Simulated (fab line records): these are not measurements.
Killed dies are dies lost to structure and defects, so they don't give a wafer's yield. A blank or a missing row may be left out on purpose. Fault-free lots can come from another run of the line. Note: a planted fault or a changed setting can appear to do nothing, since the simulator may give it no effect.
A struck lot beside a sound one + flow n5Finfet + 35 out of 1938 route steps
Sound: wafers L835.4, L835.5, L835.6. The struck wafers were L844.2, L844.5, L844.6. At the end, the cause is stated.
At each step with rows: each side's tool, then ch and its chambers, then its first start. Under that, the readings that differ: sound wafers + struck wafers + difference of the means + sigmas: that difference in standard deviations of wafers without a fault.
alike: words and numbers the same on both sides, and readings whose means are apart by under 2 such deviations; not compared: readings that were withheld, readings missing a value for some wafer, numbers with overlapping values and no deviation given by the record, and bounds like >300 which may hide the same value.
The two part at a step that has a row with sigmas, a row that says differs or no value, or rows on one side only. Non-overlapping numbers with no deviation appear without sigmas and do not part them. A reading missing from all wafers of one side parts the sides only when that side holds two or more wafers.

first, 9 steps without rows for these wafers: N5_PMOS_HMC_CHANNEL_EPI_EXPOSE_06 (exposes mask PMOS HMC BLK, target cd 240 nm); N5_PMOS_HMC_CHANNEL_EPI_PEB_07 (peb time 60 s); N5_PMOS_HMC_CHANNEL_EPI_DEVELOP_08 (develop time 30 s); N5_PMOS_HMC_CHANNEL_EPI_DESCUM_14 (chemistry O2, time 7.9 s); N5_PMOS_HMC_CHANNEL_EPI_ETCH_32 (etches BARC in N2/H2, stops on SiO2, target depth 85.8 nm, time 50.3 s); N5_PMOS_HMC_CHANNEL_EPI_HM_OPEN_15 (chemistry CHF3/O2, target SiO2, target depth 40.6 nm, time 20.3 s); N5_PMOS_HMC_CHANNEL_EPI_STRIP_33 (strips in N2/H2); N5_PMOS_HMC_CHANNEL_EPI_STRIP_17 (strips in SPM, time 750 s); N5_PMOS_HMC_CHANNEL_EPI_ETCH_38 (etches SiO2 in CF4, target depth 1.5 nm).
N5_PMOS_HMC_CHANNEL_EPI_FIN_RECESS_16: chemistry HBr/Cl2, target Si, target depth 54 nm, time 18 s.
  sound on rieSi-03 ch 2,3, day 4 05:40; struck on rieSi-03 ch 1,2,3, day 6 12:29
  alike: drypumpMotorCurrentA, oesProductAu, throttleValvePct
  not compared: rfHoursCounterH
then, 24 steps without rows for these wafers: N5_PMOS_HMC_CHANNEL_EPI_PRECLEAN_36 (cleans in O3/DIW, time 45 s); N5_PMOS_HMC_CHANNEL_EPI_PRECLEAN_18 (cleans in DHF, time 30 s); N5_PMOS_HMC_CHANNEL_EPI_SRD_19 (time 30 s); N5_PMOS_HMC_CHANNEL_EPI_EPI_20 (deposits SiGe30, target thk 59 nm); N5_PMOS_HMC_CHANNEL_EPI_HM_STRIP_35 (strips SiO2 in dHF, material SiO2, target depth 39.6 nm, time 216 s); N5_PMOS_HMC_CHANNEL_EPI_SRD_39 (time 30 s); N5_PMOS_HMC_CHANNEL_EPI_CMP_21 (polishes SiGe30, target thk 54 nm); N5_PMOS_HMC_CHANNEL_EPI_PRECLEAN_40 (cleans in DHF, time 30 s); N5_PMOS_HMC_CHANNEL_EPI_PRECLEAN_37 (cleans in O3/DIW, time 45 s); N5_PMOS_HMC_CHANNEL_EPI_PRECLEAN_24 (cleans in DHF, time 30 s); N5_PMOS_HMC_CHANNEL_EPI_SRD_25 (time 30 s); N5_PMOS_HMC_CHANNEL_EPI_EPI_26 (deposits Si from SiH4/H2, target thk 3.8 nm, time 22.7 s); N5_FIN_SAQP_PRECLEAN_42 (cleans in O3/DIW, time 60 s); N5_FIN_SAQP_PRECLEAN_00 (cleans in SC1, time 60 s); N5_FIN_SAQP_PRECLEAN_44 (cleans in SC2, time 45 s); N5_FIN_SAQP_SRD_01 (time 30 s); N5_FIN_SAQP_ALD_61 (deposits SiO2, target thk 4 nm, pulse time 1 s, purge time 2 s); N5_FIN_SAQP_DENSIFY_62 (time 60 s); N5_FIN_SAQP_HM_DEP_03 (deposits SiNx from SiH4/NH3/N2, target thk 38 nm, time 33.6 s); N5_FIN_SAQP_PECVD_47 (deposits a-Si from SiH4/He, target thk 45 nm, time 36.3 s); N5_FIN_SAQP_PECVD_48 (deposits SiNx from SiH4/NH3/N2, target thk 25 nm, time 22.1 s); N5_FIN_SAQP_PECVD_06 (deposits a-Si from SiH4/He, target thk 60 nm, time 48.1 s); N5_FIN_SAQP_HM_DEP_72 (deposits SiO2 from SiH4/N2O, target thk 12 nm, time 7.2 s); N5_FIN_SAQP_COAT_49 (time 60 s, resist thk 100 nm).
-- record jumps: 10 days separate the struck wafers' starts on either side; left off in module FIN_SAQP, taken up again in module PASSIVATION, whose first shown step is the route's number 1936 --
N5_PASSIVATION_PROBE_49:
  sound: prober-01 at day 14 06:04; struck: prober-02 at day 16 21:01
| reading                 | sound          | struck         | difference | sigmas |
|-------------------------|----------------|----------------|------------|--------|
| defectLimitedYield (%)  | 88.1 91.1 89.6 | 82.7 83.1 86.9 | -5.4       | -4     |
| killedAtFrontEnd        | 76 44 59       | 141 148 94     | +68        | +5     |
| killedDies              | 141 105 123    | 204 199 154    | +63        | +4     |
| sort_bin_5_function (%) | 6.5 5.0 6.4    | 10.9 10.2 8.5  | +3.9       | +4     |
| sortNPass               | 1039 1075 1057 | 976 981 1026   | -63        | -4     |
| sortYieldPct (%)        | 88.1 91.1 89.6 | 82.7 83.1 86.9 | -5.4       | -4     |
  alike: killed_at_M0_to_M3, killed_at_M4_up, killedAtContacts, killedAtOther, killedOpen, killedShort, sort_bin_6_memory

WHERE THEY PART
Only at N5_PASSIVATION_PROBE_49, within this record.

WHY: what the simulator had put in
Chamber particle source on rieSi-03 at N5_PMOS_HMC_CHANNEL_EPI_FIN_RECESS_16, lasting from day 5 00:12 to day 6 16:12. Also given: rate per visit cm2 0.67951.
